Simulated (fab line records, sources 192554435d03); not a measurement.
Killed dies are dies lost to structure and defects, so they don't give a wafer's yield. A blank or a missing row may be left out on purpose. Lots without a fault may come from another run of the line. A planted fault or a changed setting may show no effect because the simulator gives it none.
Chamber matching | flow n5_finfet | N5_MOL_CONTACT_COAG_ETCH_67 on rie_diel-04: 4 sister chambers
The step etches SOC in N2/H2, target depth 60 nm, overetch 21 nm, time 101.2 s. 4 wafers are shown with their chamber, then 9 later ones without.

WAFERS WITH THEIR CHAMBER
wafer  | chamber | showerhead_plenum_p_Torr (Torr)
L079.6 | 3       | 2.43
L081.2 | 1       | 2.61
L083.1 | 2       | 2.47
L083.5 | 0       | 2.42

WAFERS WITHOUT THEIR CHAMBER
wafer  | showerhead_plenum_p_Torr (Torr)
L087.1 | 2.42
L087.2 | 2.61
L087.6 | 2.42
L090.2 | 2.42
L090.3 | 2.60
L090.4 | 2.47
L091.1 | 2.60
L091.3 | 2.42
L091.4 | 2.42

WHICH CHAMBER EACH WENT THROUGH
wafer  | from the rows above | in truth
L087.1 | 0                   | 0
L087.2 | 1                   | 1
L087.6 | 0                   | 0
L090.2 | 0                   | 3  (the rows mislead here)
L090.3 | 1                   | 1
L090.4 | 2                   | 2
L091.1 | 1                   | 1
L091.3 | 0                   | 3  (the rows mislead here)
L091.4 | 0                   | 0
Placed correctly: 7 of 9. Can't be placed from these rows: 0. Placed wrongly: 2.
How it was worked out, from the rows above alone: a wafer's distance from a chamber is the root of the sum, over the readings, of the square of ((its reading less the chamber's mean) divided by the reading's scatter). The wafer belongs to the nearest chamber; if the next one is less than 2 further off, it can't be placed. A chamber's mean is the mean of its shown wafers. The scatter: with one shown wafer a chamber, the root of the mean of the squares of how far each hidden wafer lies from its nearest shown one.
